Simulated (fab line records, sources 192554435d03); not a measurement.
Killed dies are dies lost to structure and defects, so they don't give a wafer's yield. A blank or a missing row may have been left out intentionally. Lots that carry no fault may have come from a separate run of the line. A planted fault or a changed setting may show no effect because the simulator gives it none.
fab line records ; flow n5_finfet ; part 1 of 2: steps 1 to 4 of 6
record lots=24; wafers=72; last_day=17
route steps=1938 shown BEOL_M12@1648 BEOL_M13@1670
lots untouched by any fault: they come from a run of this same line in which no faults occurred
start_h: hours from the record's opening day to when the first of the lot's shown wafers began ; wait_h: how many hours have passed since the lot's step before this one ; " same as the row above ; L1.1+2: one row covering several wafers at once ; - value missing, or start not given ; * or withheld: withheld ; < > ~ a bound
route shown NAME@n: a module of which the file shows steps, and the number in the route of the first ; usual: mean/standard deviation of fault-free wafers ; same: alike in all rows ; chamber/n: place in a boat ; sites: readings site by site ; _std_site: the standard deviation of these ; _edge_site: the outer-site mean with the inner-site mean subtracted ; radius_mm: how far each site lies from the wafer's centre ; mask NAME#n: copy n ; behind: the last tool/chamber to shape the wafer ; hold: why the lot was held/for how many hours/how that ended ; device: transistor that didn't switch, given as n, p or np ; end of line: at the end of the route, the tests of the same wafers ; where a step has no rows: the recipe by itself ; killed: not the wafer's yield, but the dies lost to structure and defects at the first sort ; map: a wafer's dies, x killed, . not, _ none there
set.NAME: setting as actually run; set.NAME@STEP: the setting as run at that earlier step ; model.NAME: the simulator's own value behind a step, which no gauge read
steps of the route over a sample of lots; a table a step, a row a wafer
services: the hour from which a tool's chamber was out of use, counted from the record's first day as start_h (under 0 if before that day), plus the number of hours and why
## steps
# step N5_BEOL_M12_SPUTTER_43
# recipe material=TaN; target_thk_a=150; temp_c=50; bias_v=168.6; power_w=15000; chamber_pressure_pa=0.12; time_s=24.19
# usual throttle_valve_pct=29.8/1
# same time_s=24.19
lot.wafer;tool;chamber;start_h;wait_h;throttle_valve_pct
L074.1;pvd_sputter-02;-;229.46;0.0;28.6
L074.2;pvd_sputter-02;-;229.46;0.0;28.8
L074.5;pvd_sputter-02;-;229.46;0.0;30.6
L076.1;pvd_sputter-02;-;234.69;0.0;28.0
L076.2;pvd_sputter-02;-;234.69;0.0;28.7
L076.4;pvd_sputter-02;-;234.69;0.0;28.8
L075.1;pvd_sputter-01;-;238.31;0.0;30.5
L075.2;pvd_sputter-01;-;238.31;0.0;29.8
L075.3;pvd_sputter-01;-;238.31;0.0;30.3
L077.2;pvd_sputter-02;-;241.81;0.0;28.7
L077.3;pvd_sputter-02;-;241.81;0.0;28.8
L077.5;pvd_sputter-02;-;241.81;0.0;28.7
L078.2;pvd_sputter-01;-;261.73;0.0;29.4
L078.3;pvd_sputter-01;-;261.73;0.0;30.5
L078.6;pvd_sputter-01;-;261.73;0.0;30.4
L079.1;pvd_sputter-02;-;272.27;0.0;30.7
L079.4;pvd_sputter-02;-;272.27;0.0;27.8
L079.6;pvd_sputter-02;-;272.27;0.0;28.7
L080.4;pvd_sputter-01;-;275.11;0.0;30.4
L080.5;pvd_sputter-01;-;275.11;0.0;29.4
L080.6;pvd_sputter-01;-;275.11;0.0;30.5
L081.3;pvd_sputter-02;-;278.85;0.0;28.8
L081.4;pvd_sputter-02;-;278.85;0.0;30.8
L081.5;pvd_sputter-02;-;278.85;0.0;30.5
L084.1;pvd_sputter-03;-;291.84;0.0;30.3
L084.2;pvd_sputter-03;-;291.84;0.0;32.0
L084.6;pvd_sputter-03;-;291.84;0.0;29.9
L082.1;pvd_sputter-01;-;295.64;0.0;29.8
L082.2;pvd_sputter-01;-;295.64;0.0;30.2
L082.6;pvd_sputter-01;-;295.64;0.0;30.1
L083.2;pvd_sputter-01;-;296.34;0.0;30.8
L083.4;pvd_sputter-01;-;296.34;0.0;29.5
L083.6;pvd_sputter-01;-;296.34;0.0;30.4
L085.1;pvd_sputter-01;-;307.64;0.0;29.4
L085.5;pvd_sputter-01;-;307.64;0.0;30.3
L085.6;pvd_sputter-01;-;307.64;0.0;29.7
L087.1;pvd_sputter-03;-;313.53;0.0;29.9
L087.5;pvd_sputter-03;-;313.53;0.0;30.1
L087.6;pvd_sputter-03;-;313.53;0.0;30.0
L089.1;pvd_sputter-02;-;322.88;0.0;29.2
L089.3;pvd_sputter-02;-;322.88;0.0;30.4
L089.4;pvd_sputter-02;-;322.88;0.0;28.9
L086.1;pvd_sputter-01;-;326.84;0.0;29.6
L086.2;pvd_sputter-01;-;326.84;0.0;30.2
L086.4;pvd_sputter-01;-;326.84;0.0;30.4
L088.1;pvd_sputter-03;-;338.13;0.0;30.8
L088.4;pvd_sputter-03;-;338.13;0.0;29.7
L088.5;pvd_sputter-03;-;338.13;0.0;30.9
L090.3;pvd_sputter-02;-;341.33;0.0;27.7
L090.5;pvd_sputter-02;-;341.33;0.0;30.7
L090.6;pvd_sputter-02;-;341.33;0.0;27.9
L092.2;pvd_sputter-02;-;344.99;0.0;30.5
L092.4;pvd_sputter-02;-;344.99;0.0;28.1
L092.6;pvd_sputter-02;-;344.99;0.0;28.9
L091.1;pvd_sputter-02;-;346.05;0.0;27.8
L091.4;pvd_sputter-02;-;346.05;0.0;30.5
L091.5;pvd_sputter-02;-;346.05;0.0;28.7
L093.1;pvd_sputter-03;-;369.32;0.0;32.0
L093.4;pvd_sputter-03;-;369.32;0.0;30.0
L093.6;pvd_sputter-03;-;369.32;0.0;29.8
L094.1;pvd_sputter-03;-;372.45;0.0;30.0
L094.2;pvd_sputter-03;-;372.45;0.0;31.8
L094.6;pvd_sputter-03;-;372.45;0.0;30.8
L097.1;pvd_sputter-02;-;374.21;0.0;28.2
L097.2;pvd_sputter-02;-;374.21;0.0;30.5
L097.3;pvd_sputter-02;-;374.21;0.0;29.0
L095.3;pvd_sputter-01;-;377.79;0.0;30.8
L095.5;pvd_sputter-01;-;377.79;0.0;30.4
L095.6;pvd_sputter-01;-;377.79;0.0;29.6
L096.1;pvd_sputter-01;-;380.79;0.0;30.2
L096.4;pvd_sputter-01;-;380.79;0.0;31.1
L096.6;pvd_sputter-01;-;380.79;0.0;30.6
# step N5_BEOL_M12_CMP_49
# recipe stop_on=SiOC; t_overpolish_s=20.6; down_force_psi=1; platen_rpm=50; clearing_platen_down_force_psi=1.5; clearing_platen_rpm=50; post_cmp_clean=cu_alkaline; target_thk_nm=320; clearing_platen_pad_velocity_m_s=0.99484; pad_velocity_m_s=0.99484
# usual barrier_field_endpoint_s=30.7/0.8; motor_current_A=6.3/0.57; overpolish_run_s=20.600/0.0084; slurry_filter_dp_kPa=13.48/0.11
lot.wafer;tool;chamber;start_h;wait_h;barrier_field_endpoint_s;motor_current_A;overpolish_run_s;slurry_filter_dp_kPa
L074.1;cmp-04;1;230.50;0.3;31.3;6.4;20.607;13.48
L074.2;cmp-04;2;230.50;0.3;30.8;6.4;20.605;13.50
L074.5;cmp-04;1;230.50;0.3;31.2;6.3;20.598;13.63
L076.2;cmp-02;3;235.60;0.2;29.6;6.0;20.588;13.57
L076.1;cmp-02;0;235.60;0.2;29.6;7.1;20.595;13.59
L076.4;cmp-02;1;235.60;0.2;30.8;6.0;20.615;13.37
L075.3;cmp-02;2;239.03;0.2;30.3;7.0;20.615;13.58
L075.2;cmp-02;3;239.03;0.2;30.2;6.1;20.604;13.37
L075.1;cmp-02;1;239.03;0.2;30.4;6.2;20.598;13.48
L077.2;cmp-02;1;242.73;0.2;31.1;5.8;20.594;13.51
L077.3;cmp-02;0;242.73;0.2;31.6;7.1;20.590;13.55
L077.5;cmp-02;1;242.73;0.2;31.1;6.4;20.585;13.72
L078.2;cmp-01;0;262.50;0.3;31.7;5.8;20.603;13.49
L078.3;cmp-01;2;262.50;0.3;31.8;5.5;20.602;13.50
L078.6;cmp-01;3;262.50;0.3;30.5;6.1;20.605;13.59
L079.4;cmp-02;1;273.03;0.1;31.2;5.9;20.602;13.49
L079.1;cmp-02;0;273.03;0.1;30.6;6.9;20.596;13.49
L079.6;cmp-02;2;273.03;0.1;30.9;6.9;20.607;13.52
L080.4;cmp-01;2;275.91;0.2;31.3;5.7;20.605;13.63
L080.5;cmp-01;0;275.91;0.2;31.5;5.7;20.601;13.49
L080.6;cmp-01;1;275.91;0.2;32.0;5.5;20.595;13.50
L081.4;cmp-02;2;279.65;0.2;30.4;7.0;20.602;13.50
L081.3;cmp-02;3;279.65;0.2;30.4;6.0;20.591;13.38
L081.5;cmp-02;0;279.65;0.2;30.5;7.1;20.594;13.49
L084.1;cmp-02;0;292.56;0.3;29.5;7.1;20.602;13.32
L084.2;cmp-02;1;292.56;0.3;29.7;6.0;20.607;13.39
L084.6;cmp-02;0;292.56;0.3;30.1;7.2;20.602;13.69
L082.2;cmp-02;2;296.47;0.3;30.3;6.9;20.598;13.60
L082.1;cmp-02;0;296.47;0.3;30.3;7.3;20.602;13.37
L082.6;cmp-02;1;296.47;0.3;30.5;6.5;20.590;13.38
L083.4;cmp-04;3;297.14;0.2;31.4;6.7;20.600;13.42
L083.2;cmp-04;0;297.14;0.2;30.8;5.4;20.611;13.40
L083.6;cmp-04;1;297.14;0.2;31.5;6.6;20.597;13.42
L085.1;cmp-02;3;308.40;0.3;30.1;6.2;20.589;13.48
L085.6;cmp-02;2;308.40;0.3;29.9;7.0;20.604;13.53
L085.5;cmp-02;3;308.40;0.3;30.4;6.1;20.583;13.61
L087.1;cmp-01;0;314.89;0.3;31.8;5.9;20.590;13.46
L087.5;cmp-01;3;314.89;0.3;29.6;5.8;20.586;13.44
L087.6;cmp-01;0;314.89;0.3;30.8;6.1;20.606;13.58
L089.3;cmp-02;1;323.94;0.2;30.5;6.3;20.591;13.54
L089.1;cmp-02;2;323.94;0.2;30.3;7.1;20.592;13.33
L089.4;cmp-02;3;323.94;0.2;30.5;6.3;20.601;13.48
L086.4;cmp-04;2;327.56;0.1;31.3;6.0;20.587;13.52
L086.1;cmp-04;3;327.56;0.1;31.7;6.9;20.595;13.58
L086.2;cmp-04;0;327.56;0.1;30.2;5.3;20.612;13.65
L088.4;cmp-02;1;338.85;0.1;30.1;6.0;20.598;13.37
L088.1;cmp-02;0;338.85;0.1;30.8;7.3;20.581;13.46
L088.5;cmp-02;1;338.85;0.1;30.8;5.9;20.589;13.40
L090.3;cmp-04;1;342.16;0.3;30.3;6.7;20.610;13.62
L090.6;cmp-04;2;342.16;0.3;30.4;6.4;20.598;13.58
L090.5;cmp-04;3;342.16;0.3;30.2;6.6;20.593;13.46
L092.2;cmp-01;1;345.71;0.2;30.7;5.0;20.610;13.53
L092.4;cmp-01;3;345.71;0.2;30.5;5.9;20.604;13.76
L092.6;cmp-01;1;345.71;0.2;31.0;5.2;20.586;13.47
L091.1;cmp-04;1;347.51;0.3;32.2;6.5;20.605;13.57
L091.4;cmp-04;2;347.51;0.3;30.1;6.1;20.595;13.31
L091.5;cmp-04;0;347.51;0.3;30.4;5.3;20.608;13.48
L093.4;cmp-04;3;370.09;0.2;30.6;6.9;20.608;13.42
L093.1;cmp-04;0;370.09;0.2;30.3;5.2;20.605;13.42
L093.6;cmp-04;2;370.09;0.2;31.9;6.0;20.576;13.30
L094.1;cmp-02;1;373.17;0.3;29.9;6.0;20.594;13.43
L094.2;cmp-02;2;373.17;0.3;29.5;7.2;20.604;13.43
L094.6;cmp-02;2;373.17;0.3;30.5;7.1;20.599;13.61
L097.1;cmp-04;1;374.97;0.3;31.9;6.4;20.593;13.47
L097.2;cmp-04;2;374.97;0.3;31.4;6.1;20.613;13.49
L097.3;cmp-04;0;374.97;0.3;29.9;5.3;20.598;13.35
L095.3;cmp-02;0;378.79;0.3;30.7;7.0;20.598;13.23
L095.6;cmp-02;1;378.79;0.3;30.4;6.1;20.601;13.49
L095.5;cmp-02;2;378.79;0.3;30.3;6.9;20.606;13.47
L096.4;cmp-01;3;381.54;0.2;31.0;6.0;20.584;13.50
L096.1;cmp-01;0;381.54;0.2;30.9;6.0;20.603;13.42
L096.6;cmp-01;3;381.54;0.2;30.2;5.9;20.601;13.66
# step N5_BEOL_M13_OVL_MEAS_11
# recipe points_per_wafer=44
# usual V12_OVL=-2/5.2
lot.wafer;tool;chamber;start_h;wait_h;V12_OVL[nm]
L074.1;overlay-02;0;231.49;0.0;-3
L074.2;overlay-02;0;231.49;0.0;-3
L074.5;overlay-02;0;231.49;0.0;9
L076.1;overlay-02;0;236.57;0.0;-1
L076.2;overlay-02;0;236.57;0.0;-5
L076.4;overlay-02;0;236.57;0.0;-4
L075.1;overlay-02;0;240.00;0.0;-14
L075.2;overlay-02;0;240.00;0.0;-5
L075.3;overlay-02;0;240.00;0.0;-4
L077.2;overlay-02;0;243.82;0.0;-4
L077.3;overlay-02;0;243.82;0.0;-5
L077.5;overlay-02;0;243.82;0.0;-1
L078.2;overlay-02;0;263.56;0.0;2
L078.3;overlay-02;0;263.56;0.0;1
L078.6;overlay-02;0;263.56;0.0;8
L079.1;overlay-01;0;274.12;0.0;-12
L079.4;overlay-01;0;274.12;0.0;-3
L079.6;overlay-01;0;274.12;0.0;3
L080.4;overlay-01;0;276.80;0.0;-9
L080.5;overlay-01;0;276.80;0.0;1
L080.6;overlay-01;0;276.80;0.0;3
L081.3;overlay-02;0;280.54;0.0;8
L081.4;overlay-02;0;280.54;0.0;6
L081.5;overlay-02;0;280.54;0.0;1
L084.1;overlay-02;0;293.66;0.0;7
L084.2;overlay-02;0;293.66;0.0;1
L084.6;overlay-02;0;293.66;0.0;-3
L082.1;overlay-01;0;297.40;0.0;0
L082.2;overlay-01;0;297.40;0.0;1
L082.6;overlay-01;0;297.40;0.0;-5
L083.2;overlay-01;0;298.03;0.0;3
L083.4;overlay-01;0;298.03;0.0;-9
L083.6;overlay-01;0;298.03;0.0;-5
L085.1;overlay-02;0;309.33;0.0;-6
L085.5;overlay-02;0;309.33;0.0;-5
L085.6;overlay-02;0;309.33;0.0;-5
L087.1;overlay-02;0;315.82;0.0;-3
L087.5;overlay-02;0;315.82;0.0;-1
L087.6;overlay-02;0;315.82;0.0;6
L089.1;overlay-02;0;324.87;0.0;7
L089.3;overlay-02;0;324.87;0.0;1
L089.4;overlay-02;0;324.87;0.0;-5
L086.1;overlay-01;0;328.58;0.0;3
L086.2;overlay-01;0;328.58;0.0;-9
L086.4;overlay-01;0;328.58;0.0;-2
L088.1;overlay-01;0;339.81;0.0;0
L088.4;overlay-01;0;339.81;0.0;6
L088.5;overlay-01;0;339.81;0.0;1
L090.3;overlay-01;0;343.08;0.0;-1
L090.5;overlay-01;0;343.08;0.0;-5
L090.6;overlay-01;0;343.08;0.0;-9
L092.2;overlay-02;0;346.70;0.0;0
L092.4;overlay-02;0;346.70;0.0;-6
L092.6;overlay-02;0;346.70;0.0;-2
L091.1;overlay-01;0;348.53;0.0;-6
L091.4;overlay-01;0;348.53;0.0;-8
L091.5;overlay-01;0;348.53;0.0;-11
L093.1;overlay-02;0;371.14;0.0;-2
L093.4;overlay-02;0;371.14;0.0;1
L093.6;overlay-02;0;371.14;0.0;-6
L094.1;overlay-02;0;374.26;0.0;2
L094.2;overlay-02;0;374.26;0.0;2
L094.6;overlay-02;0;374.26;0.0;5
L097.1;overlay-01;0;376.06;0.0;13
L097.2;overlay-01;0;376.06;0.0;1
L097.3;overlay-01;0;376.06;0.0;8
L095.3;overlay-02;0;379.77;0.0;-2
L095.5;overlay-02;0;379.77;0.0;-7
L095.6;overlay-02;0;379.77;0.0;-8
L096.1;overlay-01;0;382.47;0.0;-3
L096.4;overlay-01;0;382.47;0.0;-7
L096.6;overlay-01;0;382.47;0.0;-2
# step N5_BEOL_M13_DESCUM_15
# recipe chemistry=O2; time_s=7.9; source_power_w=50; bias_power_w=20; pressure_mtorr=20; rf_frequency_hz=2.712e+07; temp_c=40; o2_flow_sccm=225
# usual drypump_motor_current_A=5.50/0.26; oes_product_au=0.81/0.089; rf_vpp_V=243.2/1.2; showerhead_plenum_p_Torr=2.09/0.066; throttle_valve_pct=20.40/0.23
# same time_s=7.9
lot.wafer;tool;chamber;start_h;wait_h;drypump_motor_current_A;oes_product_au;rf_hours_counter_h;rf_vpp_V;showerhead_plenum_p_Torr;throttle_valve_pct
L074.1;rie_diel-01;1;231.55;0.0;5.47;0.96;15;244.2;2.15;20.02
L074.2;rie_diel-01;2;231.55;0.0;5.71;0.67;248;243.9;2.15;20.88
L074.5;rie_diel-01;2;231.55;0.0;5.73;0.67;-;244.0;2.14;20.90
L076.1;rie_diel-02;3;236.62;0.0;5.33;0.74;172;242.2;2.00;20.48
L076.2;rie_diel-02;1;236.62;0.0;5.65;0.82;79;241.1;2.03;20.45
L076.4;rie_diel-02;1;236.62;0.0;5.67;0.81;-;242.4;2.03;20.45
L075.1;rie_diel-06;2;240.06;0.0;5.39;0.72;197;244.3;2.17;20.29
L075.2;rie_diel-06;1;240.06;0.0;5.29;0.67;234;241.5;2.06;20.62
L075.3;rie_diel-06;3;240.06;0.0;5.88;0.83;85;245.7;2.22;20.14
L077.2;rie_diel-01;0;243.88;0.0;5.42;0.74;172;241.6;2.01;20.60
L077.3;rie_diel-01;3;243.88;0.0;5.17;0.83;74;244.9;2.12;20.71
L077.5;rie_diel-01;0;243.88;0.0;5.41;0.74;-;241.5;2.01;20.61
L078.2;rie_diel-02;0;263.62;0.0;5.11;0.96;4;243.1;2.16;20.24
L078.3;rie_diel-02;3;263.62;0.0;5.34;0.74;180;242.1;2.00;20.51
L078.6;rie_diel-02;3;263.62;0.0;5.33;0.74;-;241.0;2.00;20.52
L079.1;rie_diel-02;0;274.41;0.0;5.13;0.93;7;243.3;2.16;20.21
L079.4;rie_diel-02;3;274.41;0.0;5.30;0.73;183;242.1;1.99;20.51
L079.6;rie_diel-02;3;274.41;0.0;5.32;0.73;-;242.8;1.99;20.51
L080.4;rie_diel-01;3;276.86;0.0;5.17;0.81;84;243.8;2.12;20.71
L080.5;rie_diel-01;3;276.86;0.0;5.14;0.81;-;242.6;2.12;20.72
L080.6;rie_diel-01;0;276.86;0.0;5.41;0.74;-;244.2;2.00;20.62
L081.3;rie_diel-02;3;280.60;0.0;5.36;0.73;186;242.7;1.99;20.53
L081.4;rie_diel-02;2;280.60;0.0;5.87;0.80;108;244.5;2.11;20.06
L081.5;rie_diel-02;0;280.60;0.0;5.14;0.93;-;244.5;2.15;20.23
L084.1;rie_diel-02;3;293.71;0.0;5.36;0.72;191;242.5;1.99;20.53
L084.2;rie_diel-02;0;293.71;0.0;5.11;0.91;16;245.0;2.15;20.23
L084.6;rie_diel-02;1;293.71;0.0;5.64;0.80;-;241.9;2.02;20.50
L082.1;rie_diel-06;0;297.45;0.0;5.80;0.96;5;243.0;2.04;20.25
L082.2;rie_diel-06;2;297.45;0.0;5.41;0.70;215;245.1;2.16;20.31
L082.6;rie_diel-06;0;297.45;0.0;5.80;0.96;-;243.4;2.04;20.22
L083.2;rie_diel-02;3;298.09;0.0;5.33;0.72;192;242.1;1.99;20.52
L083.4;rie_diel-02;2;298.09;0.0;5.84;0.80;114;242.7;2.11;20.07
L083.6;rie_diel-02;0;298.09;0.0;5.13;0.92;-;243.9;2.15;20.23
L085.1;rie_diel-02;3;309.39;0.0;5.34;0.72;196;242.3;1.99;20.53
L085.5;rie_diel-02;0;309.39;0.0;5.10;0.90;-;243.7;2.15;20.24
L085.6;rie_diel-02;1;309.39;0.0;5.67;0.79;-;243.1;2.02;20.49
L087.1;rie_diel-06;0;315.98;0.1;5.78;0.95;11;241.8;2.04;20.24
L087.5;rie_diel-06;0;315.98;0.1;5.77;0.94;-;242.2;2.04;20.25
L087.6;rie_diel-06;3;315.98;0.1;5.89;0.81;-;244.9;2.21;20.17
L089.1;rie_diel-06;2;324.93;0.0;5.44;0.70;224;243.9;2.16;20.32
L089.3;rie_diel-06;1;324.93;0.0;5.32;0.67;246;243.5;2.06;20.64
L089.4;rie_diel-06;0;324.93;0.0;5.79;0.94;13;244.2;2.04;20.26
L086.1;rie_diel-02;2;328.64;0.0;5.83;0.80;122;243.1;2.11;20.06
L086.2;rie_diel-02;3;328.64;0.0;5.34;0.72;200;241.5;1.99;20.53
L086.4;rie_diel-02;1;328.64;0.0;5.68;0.78;107;241.0;2.02;20.51
L088.1;rie_diel-01;3;339.87;0.0;5.17;0.79;103;244.4;2.11;20.76
L088.4;rie_diel-01;0;339.87;0.0;5.44;0.72;201;242.6;2.00;20.66
L088.5;rie_diel-01;3;339.87;0.0;5.14;0.80;-;242.0;2.11;20.76
L090.3;rie_diel-06;2;343.15;0.0;5.40;0.69;-;245.9;2.16;20.34
L090.5;rie_diel-06;2;343.15;0.0;5.40;0.68;-;243.0;2.16;20.33
L090.6;rie_diel-06;0;343.15;0.0;5.77;0.91;-;242.4;2.04;20.26
L092.2;rie_diel-02;0;346.76;0.0;5.11;0.88;31;244.4;2.15;20.26
L092.4;rie_diel-02;1;346.76;0.0;5.63;0.79;113;242.1;2.01;20.52
L092.6;rie_diel-02;2;346.76;0.0;5.84;0.79;-;243.8;2.11;20.08
L091.1;rie_diel-01;1;348.58;0.0;5.49;0.90;45;244.7;2.14;20.06
L091.4;rie_diel-01;2;348.58;0.0;5.75;0.91;27;243.6;2.13;20.56
L091.5;rie_diel-01;0;348.58;0.0;5.38;0.72;-;240.6;2.00;20.66
L093.1;rie_diel-06;0;371.20;0.0;5.81;0.89;27;243.0;2.04;20.27
L093.4;rie_diel-06;3;371.20;0.0;5.90;0.79;126;244.9;2.20;20.19
L093.6;rie_diel-06;2;371.20;0.0;5.44;0.68;-;244.0;2.15;20.33
L094.1;rie_diel-01;3;374.32;0.0;5.15;0.78;113;242.6;2.11;20.76
L094.2;rie_diel-01;1;374.32;0.0;5.48;0.89;53;244.2;2.14;20.06
L094.6;rie_diel-01;0;374.32;0.0;5.42;0.71;-;240.5;1.99;20.68
L097.1;rie_diel-01;3;376.12;0.0;5.16;0.79;113;244.5;2.11;20.75
L097.2;rie_diel-01;1;376.12;0.0;5.49;0.88;54;245.4;2.14;20.07
L097.3;rie_diel-01;2;376.12;0.0;5.76;0.89;36;243.7;2.13;20.60
L095.3;rie_diel-01;2;379.83;0.0;5.77;0.90;37;244.7;2.13;20.60
L095.5;rie_diel-01;3;379.83;0.0;5.14;0.80;-;243.1;2.11;20.77
L095.6;rie_diel-01;2;379.83;0.0;5.77;0.90;-;243.8;2.13;20.57
L096.1;rie_diel-06;1;382.53;0.0;5.30;0.97;9;242.8;2.06;20.26
L096.4;rie_diel-06;0;382.53;0.0;5.81;0.89;31;243.0;2.04;20.28
L096.6;rie_diel-06;1;382.53;0.0;5.29;0.97;-;242.4;2.06;20.24
